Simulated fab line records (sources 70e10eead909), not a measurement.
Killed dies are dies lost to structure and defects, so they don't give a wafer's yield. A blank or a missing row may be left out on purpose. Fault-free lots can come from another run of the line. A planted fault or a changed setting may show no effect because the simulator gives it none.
Which of the tools did it? | flow nand-harc | 45 wafers from 15 lots sampled at 8 of the route's 1159 steps

WHAT EACH GAUGE READ, for each wafer
NHARC_A_ZERO_WELL_INSPECT_17.
lot  | measured     | on                | raw-defect-count
L309 | day 6 16:13  | defect-inspect-02 | 16 5 12
L310 | day 7 01:35  | defect-inspect-01 | 9 3 8
L311 | day 7 06:05  | defect-inspect-01 | 5 7 11
L313 | day 7 08:15  | defect-inspect-01 | 6 7 5
L315 | day 8 05:25  | defect-inspect-02 | 14 10 18
L316 | day 8 10:12  | defect-inspect-01 | 20 10 13
L318 | day 9 01:24  | defect-inspect-01 | 12 14 16
L320 | day 9 17:37  | defect-inspect-02 | 7 8 7
L321 | day 9 19:16  | defect-inspect-02 | 4 9 18
L323 | day 10 08:24 | defect-inspect-02 | 4 19 7
L324 | day 10 20:39 | defect-inspect-02 | 4 2 7
L327 | day 11 03:00 | defect-inspect-02 | 8 8 9
L328 | day 11 08:20 | defect-inspect-02 | 7 5 17
L330 | day 11 20:14 | defect-inspect-02 | 14 21 13
L331 | day 11 23:41 | defect-inspect-01 | 2 19 4

NHARC_A_CHANNEL_HOLE_D1_CD_MEAS_10: target cd 100 nm.
lot  | measured     | on        | cd-nm (nm)
L309 | day 8 03:09  | cd-sem-03 | 100.2 101.1 100.2
L310 | day 8 19:52  | cd-sem-01 | 100.4 100.5 99.8
L311 | day 9 02:08  | cd-sem-03 | 100.3 100.5 100.1
L313 | day 9 01:41  | cd-sem-02 | 99.7 99.6 100.0
L315 | day 9 20:36  | cd-sem-03 | 100.1 99.8 100.0
L316 | day 9 21:41  | cd-sem-01 | 99.6 99.4 99.8
L318 | day 10 15:11 | cd-sem-02 | 99.3 99.4 99.9
L320 | day 11 10:16 | cd-sem-03 | 100.4 100.3 100.3
L321 | day 11 10:02 | cd-sem-03 | 99.7 100.6 99.9
L323 | day 12 00:41 | cd-sem-03 | 100.2 100.1 100.6
L324 | day 12 09:34 | cd-sem-03 | 77.4 77.8 77.5
L327 | day 12 17:58 | cd-sem-01 | 83.4 82.9 83.1
L328 | day 12 18:28 | cd-sem-03 | 86.0 85.5 85.0
L330 | day 13 06:34 | cd-sem-01 | 98.9 99.9 100.2
L331 | day 13 13:01 | cd-sem-03 | 100.5 100.6 99.5

NHARC_A_CHANNEL_HOLE_D1_INSPECT_12.
lot  | measured     | on                | raw-defect-count
L309 | day 8 03:17  | defect-inspect-02 | 10 5 6
L310 | day 8 19:59  | defect-inspect-02 | 10 11 21
L311 | day 9 02:15  | defect-inspect-01 | 10 5 10
L313 | day 9 01:47  | defect-inspect-02 | 11 5 8
L315 | day 9 20:43  | defect-inspect-02 | 9 5 4
L316 | day 9 21:48  | defect-inspect-02 | 8 7 4
L318 | day 10 15:18 | defect-inspect-02 | 9 7 3
L320 | day 11 10:23 | defect-inspect-01 | 3 4 3
L321 | day 11 10:10 | defect-inspect-01 | 6 9 3
L323 | day 12 00:49 | defect-inspect-02 | 9 5 5
L324 | day 12 09:41 | defect-inspect-02 | 5 5 8
L327 | day 12 18:05 | defect-inspect-02 | 5 3 3
L328 | day 12 18:35 | defect-inspect-01 | 6 4 5
L330 | day 13 06:41 | defect-inspect-01 | 3 6 4
L331 | day 13 13:08 | defect-inspect-02 | 5 7 5

NHARC_A_CHANNEL_HOLE_D1_CD_MEAS_30.
lot  | measured     | on        | cd-nm (nm)
L309 | day 8 10:04  | cd-sem-03 | 89.3 90.0 89.4
L310 | day 9 02:44  | cd-sem-03 | 89.6 89.4 89.9
L311 | day 9 09:03  | cd-sem-02 | 90.9 92.2 90.4
L313 | day 9 08:35  | cd-sem-01 | 91.0 90.2 91.3
L315 | day 10 03:29 | cd-sem-03 | 89.8 89.3 90.4
L316 | day 10 04:36 | cd-sem-01 | 89.3 89.3 89.9
L318 | day 10 22:04 | cd-sem-02 | 89.1 88.7 88.8
L320 | day 11 17:11 | cd-sem-03 | 90.1 89.7 90.0
L321 | day 11 17:05 | cd-sem-03 | 88.5 90.2 89.8
L323 | day 12 07:49 | cd-sem-01 | 89.7 88.7 89.7
L324 | day 12 16:27 | cd-sem-03 | 68.2 67.5 69.5
L327 | day 13 00:52 | cd-sem-02 | 71.7 72.7 73.1
L328 | day 13 03:52 | cd-sem-01 | 75.3 76.0 76.6
L330 | day 13 13:26 | cd-sem-03 | 89.8 90.7 90.6
L331 | day 13 19:57 | cd-sem-01 | 90.6 90.5 89.4

NHARC_END_WLT_00.
lot  | measured     | on        | VT_DECK1_BOTTOM   | VT_DECK1_BOTTOM_INNER | VT_DECK1_MEDIAN_NEAR_BOTTOM | VT_DECK1_MEDIAN_NEAR_BOTTOM_INNER | VT_DECK1_MIDDLE   | VT_DECK1_MIDDLE_INNER | VT_DECK1_TOP      | VT_DECK1_TOP_INNER
L309 | day 19 19:02 | prober-01 | 0.869 0.877 0.869 | 0.865 0.866 0.868     | 0.867 0.867 0.864           | 0.866 0.869 0.868                 | 0.889 0.887 0.880 | 0.880 0.877 0.881     | 0.888 0.896 0.890 | 0.895 0.894 0.895
L310 | day 20 03:23 | prober-01 | 0.868 0.868 0.876 | 0.870 0.872 0.880     | 0.882 0.874 0.876           | 0.875 0.881 0.868                 | 0.886 0.888 0.887 | 0.885 0.883 0.892     | 0.906 0.910 0.899 | 0.900 0.891 0.899
L311 | day 20 04:04 | prober-02 | 0.873 0.876 0.862 | 0.873 0.868 0.867     | 0.871 0.871 0.864           | 0.866 0.882 0.869                 | 0.879 0.880 0.878 | 0.882 0.878 0.878     | 0.899 0.887 0.887 | 0.892 0.886 0.894
L313 | day 20 11:08 | prober-01 | 0.864 0.868 0.870 | 0.878 0.879 0.876     | 0.872 0.869 0.868           | 0.876 0.857 0.871                 | 0.881 0.877 0.882 | 0.883 0.887 0.877     | 0.898 0.887 0.884 | 0.886 0.893 0.895
L315 | day 20 20:17 | prober-02 | 0.872 0.858 0.864 | 0.867 0.868 0.862     | 0.861 0.867 0.867           | 0.876 0.864 0.873                 | 0.880 0.876 0.879 | 0.882 0.877 0.873     | 0.892 0.889 0.878 | 0.887 0.891 0.892
L316 | day 20 18:23 | prober-01 | 0.871 0.875 0.868 | 0.872 0.874 0.864     | 0.875 0.876 0.880           | 0.872 0.866 0.875                 | 0.888 0.885 0.881 | 0.894 0.882 0.882     | 0.896 0.904 0.893 | 0.899 0.903 0.900
L318 | day 21 13:49 | prober-01 | 0.866 0.868 0.862 | 0.869 0.868 0.868     | 0.873 0.869 0.871           | 0.859 0.871 0.869                 | 0.882 0.874 0.882 | 0.885 0.875 0.875     | 0.896 0.885 0.888 | 0.895 0.896 0.896
L320 | day 22 00:40 | prober-01 | 0.882 0.878 0.878 | 0.880 0.873 0.883     | 0.879 0.884 0.874           | 0.882 0.878 0.889                 | 0.892 0.895 0.892 | 0.895 0.890 0.896     | 0.903 0.899 0.906 | 0.907 0.905 0.899
L321 | day 22 05:54 | prober-02 | 0.873 0.879 0.880 | 0.867 0.866 0.878     | 0.864 0.875 0.875           | 0.867 0.880 0.874                 | 0.887 0.893 0.891 | 0.889 0.890 0.884     | 0.899 0.896 0.907 | 0.900 0.902 0.912
L323 | day 22 08:55 | prober-01 | 0.872 0.873 0.876 | 0.871 0.864 0.871     | 0.869 0.868 0.870           | 0.865 0.866 0.873                 | 0.883 0.885 0.875 | 0.892 0.883 0.883     | 0.892 0.897 0.891 | 0.899 0.895 0.898
L327 | day 23 16:28 | prober-02 | 0.804 0.804       | 0.802 0.810           | 0.803 0.824                 | 0.804 0.816                       | 0.829 0.834       | 0.828 0.838           | 0.863 0.855       | 0.858 0.858
L328 | day 24 05:07 | prober-02 | 0.813 0.823 0.816 | 0.823 0.818 0.821     | 0.821 0.825 0.834           | 0.816 0.822 0.827                 | 0.843 0.841 0.836 | 0.836 0.843 0.832     | 0.847 0.853 0.856 | 0.858 0.852 0.850
L330 | day 24 12:59 | prober-02 | 0.874 0.877 0.869 | 0.876 0.875 0.874     | 0.870 0.871 0.872           | 0.875 0.876 0.868                 | 0.878 0.877 0.879 | 0.880 0.888 0.887     | 0.890 0.893 0.892 | 0.890 0.892 0.896
L331 | day 24 13:29 | prober-01 | 0.879 0.883 0.873 | 0.890 0.886 0.868     | 0.888 0.875 0.876           | 0.880 0.879 0.876                 | 0.902 0.894 0.882 | 0.891 0.889 0.892     | 0.895 0.910 0.895 | 0.905 0.899 0.898

WHAT TOOL EACH LOT RAN ON (gives the tool, then ch and the chambers of the sampled wafers, and finally the start)
lot  | NHARC_A_CHANNEL_HOLE_D1_EXPOSE_07  | NHARC_A_CHANNEL_HOLE_D1_ETCH_38    | NHARC_A_CHANNEL_HOLE_D1_XSEM_31
L309 | arfi-scanner-03 ch 0, day 8 03:01  | rie-diel-02 ch 0,3, day 8 03:26    | xsem-02 ch 0, day 8 10:09
L310 | arfi-scanner-02 ch 0, day 8 19:44  | rie-diel-10 ch 0,1, day 8 20:08    | xsem-02 ch 0, day 9 02:50
L311 | arfi-scanner-03 ch 0, day 9 01:59  | rie-diel-02 ch 1,3, day 9 02:25    | xsem-02 ch 0, day 9 09:09
L313 | arfi-scanner-02 ch 0, day 9 01:32  | rie-diel-01 ch 1,3, day 9 01:57    | xsem-01 ch 0, day 9 08:41
L315 | arfi-scanner-03 ch 0, day 9 20:28  | rie-diel-10 ch 0,1,3, day 9 20:52  | xsem-02 ch 0, day 10 03:35
L316 | arfi-scanner-03 ch 0, day 9 21:32  | rie-diel-02 ch 0,1,3, day 9 21:58  | xsem-01 ch 0, day 10 04:41
L318 | arfi-scanner-01 ch 0, day 10 15:02 | rie-diel-01 ch 0,2,3, day 10 15:27 | xsem-02 ch 0, day 10 22:10
L320 | arfi-scanner-03 ch 0, day 11 10:08 | rie-diel-01 ch 0,2,3, day 11 10:32 | xsem-01 ch 0, day 11 17:17
L321 | arfi-scanner-02 ch 0, day 11 09:54 | rie-diel-10 ch 0,1, day 11 10:19   | xsem-02 ch 0, day 11 17:10
L323 | arfi-scanner-01 ch 0, day 12 00:33 | rie-diel-10 ch 0,2, day 12 00:59   | xsem-02 ch 0, day 12 07:55
L324 | arfi-scanner-01 ch 0, day 12 09:26 | rie-diel-01 ch 0,2,3, day 12 09:50 | xsem-02 ch 0, day 12 16:32
L327 | arfi-scanner-01 ch 0, day 12 17:49 | rie-diel-01 ch 0,1,2, day 12 18:14 | xsem-01 ch 0, day 13 00:56
L328 | arfi-scanner-01 ch 0, day 12 18:19 | rie-diel-02 ch 0,1, day 12 18:45   | xsem-02 ch 0, day 13 03:59
L330 | arfi-scanner-02 ch 0, day 13 06:25 | rie-diel-01 ch 1,2,3, day 13 06:50 | xsem-02 ch 0, day 13 13:31
L331 | arfi-scanner-02 ch 0, day 13 12:52 | rie-diel-02 ch 0,1,2, day 13 13:17 | xsem-01 ch 0, day 13 20:02
- NHARC_A_CHANNEL_HOLE_D1_EXPOSE_07: exposes mask HOLE D1, target cd 100 nm.
- NHARC_A_CHANNEL_HOLE_D1_ETCH_38: etches the open film in CF4, target depth 39 nm, time 65 s.
- NHARC_A_CHANNEL_HOLE_D1_XSEM_31

AS READ BY THE TOOLS THEMSELVES (means over the sampled wafers that have a number; for cases with no such wafer, the mark the record gives instead)
NHARC_A_CHANNEL_HOLE_D1_EXPOSE_07.
lot  | tool            | exposure-dose-mJ-cm2 | reticle-temp-C (C)
L309 | arfi-scanner-03 | 59.62                | 22.96
L310 | arfi-scanner-02 | 59.64                | 23.21
L311 | arfi-scanner-03 | 59.56                | 22.86
L313 | arfi-scanner-02 | 59.58                | 22.95
L315 | arfi-scanner-03 | 59.61                | 22.90
L316 | arfi-scanner-03 | 59.65                | 23.22
L318 | arfi-scanner-01 | 59.54                | 23.05
L320 | arfi-scanner-03 | 59.64                | 23.29
L321 | arfi-scanner-02 | 59.61                | 22.89
L323 | arfi-scanner-01 | 59.69                | 23.05
L324 | arfi-scanner-01 | 37.31                | 23.01
L327 | arfi-scanner-01 | 41.77                | 23.08
L328 | arfi-scanner-01 | 43.25                | 22.95
L330 | arfi-scanner-02 | 59.66                | 22.94
L331 | arfi-scanner-02 | 59.53                | 23.05

NHARC_A_CHANNEL_HOLE_D1_ETCH_38.
lot  | tool        | chamber-pressure-mTorr (mTorr) | drypump-motor-current-A (A) | oes-product-au (a.u.) | rf-vpp-V (V) | showerhead-plenum-p-Torr (Torr) | throttle-valve-pct (%)
L309 | rie-diel-02 | 50.03                          | 5.4                         | 1.002                 | 149.9        | 1.71                            | 13.291
L310 | rie-diel-10 | 50.00                          | 5.0                         | 0.997                 | 150.7        | 1.72                            | 13.298
L311 | rie-diel-02 | 50.02                          | 5.3                         | 1.001                 | 150.0        | 1.70                            | 13.284
L313 | rie-diel-01 | 49.98                          | 5.5                         | 1.002                 | 151.1        | 1.77                            | 13.269
L315 | rie-diel-10 | 49.98                          | 5.2                         | 0.991                 | 151.3        | 1.72                            | 13.283
L316 | rie-diel-02 | 49.97                          | 5.5                         | 1.003                 | 150.7        | 1.73                            | 13.279
L318 | rie-diel-01 | 50.00                          | 6.2                         | 0.998                 | 151.8        | 1.80                            | 13.284
L320 | rie-diel-01 | 50.00                          | 6.2                         | 0.991                 | 151.8        | 1.80                            | 13.279
L321 | rie-diel-10 | 50.01                          | 5.2                         | 0.997                 | 151.4        | 1.76                            | 13.285
L323 | rie-diel-10 | 49.97                          | 5.6                         | 1.002                 | 151.7        | 1.76                            | 13.281
L324 | rie-diel-01 | 49.96                          | 6.2                         | 1.009                 | 152.4        | 1.80                            | 13.280
L327 | rie-diel-01 | 49.99                          | 6.5                         | 1.001                 | 151.2        | 1.79                            | 13.275
L328 | rie-diel-02 | 50.00                          | 5.7                         | 1.000                 | 151.4        | 1.76                            | 13.287
L330 | rie-diel-01 | 50.01                          | 6.0                         | 1.003                 | 151.8        | 1.76                            | 13.286
L331 | rie-diel-02 | 50.00                          | 5.7                         | 1.003                 | 151.6        | 1.78                            | 13.279

NHARC_A_CHANNEL_HOLE_D1_XSEM_31.
lot  | tool    | bot-cd-nm (nm) | bow-nm (nm) | tilt-deg (degrees)
L309 | xsem-02 | 74.4           | 8.73        | 0.04
L310 | xsem-02 | 74.0           | 8.79        | 0.05
L311 | xsem-02 | 76.0           | 8.38        | 0.08
L313 | xsem-01 | 75.4           | 9.13        | 0.01
L315 | xsem-02 | 74.4           | 8.40        | 0.12
L316 | xsem-01 | 74.0           | 8.23        | 0.11
L318 | xsem-02 | 73.0           | 8.84        | 0.04
L320 | xsem-01 | 74.3           | 8.58        | 0.04
L321 | xsem-02 | 75.0           | 8.22        | 0.04
L323 | xsem-02 | 74.2           | 8.42        | 0.08
L324 | xsem-02 | 52.7           | 8.82        | 0.11
L327 | xsem-01 | 55.9           | 8.30        | 0.11
L328 | xsem-02 | 60.1           | 8.28        | 0.04
L330 | xsem-02 | 75.2           | 8.62        | -0.01
L331 | xsem-01 | 74.5           | 8.37        | 0.04

THE ANSWER, worked out from the rows above alone
Rule: usual is defined by the lots themselves. Put in order of their means at a reading, lots are off if they are a third of the lots or fewer, leave a main group of 4 or more, and stand apart from it by a gap of 3 or more times the standard deviation of the main group's means; of several such gaps the widest counts. A main group whose means are all the same, to the digits that the tables above print for the reading, isn't used. Also off: a lot with no number at a reading for which 4 or more lots have one. All remaining lots with rows at the step are treated as sound. After the gauges, taken in route order, come the tools' own readings; for these a lot's mean is taken, as printed above. At the first step where some lot is off, the reading lying furthest off is the one used; lots without a number count as furthest.
Off: L324, L327, L328, at NHARC_A_CHANNEL_HOLE_D1_CD_MEAS_10 (cd-nm). For the main group the mean is 100.0 nm and the standard deviation 0.31.
A tool fits if, at a process step before that reading, it ran every lot that is off, and no sound lot after the first of them. Not tried: the gauges at NHARC_A_CHANNEL_HOLE_D1_CD_MEAS_10; whatever is off there is also off at NHARC_A_CHANNEL_HOLE_D1_EXPOSE_07, on other tools, and gauge error can't account for it. One candidate fits, namely arfi-scanner-01 at NHARC_A_CHANNEL_HOLE_D1_EXPOSE_07. A fault onset in the window from L323 (day 12 00:33, its last sound lot) to L324 (day 12 09:26, its first lot off) fits.
On the lots that are off, the tool's own readings at NHARC_A_CHANNEL_HOLE_D1_EXPOSE_07 differ by more than 5 times the standard deviation of the sound lots' means, which bears it out; exposure-dose-mJ-cm2 reads 40.78 there versus 59.61 on the sound lots.

WHAT THE SIMULATOR PUT IN
Drift in process parameters on arfi-scanner-01 at NHARC_A_CHANNEL_HOLE_D1_EXPOSE_07, starting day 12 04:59. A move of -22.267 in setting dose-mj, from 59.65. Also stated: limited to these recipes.
Shown lots that were struck: L324, L327, L328. This agrees with what the rule above found.
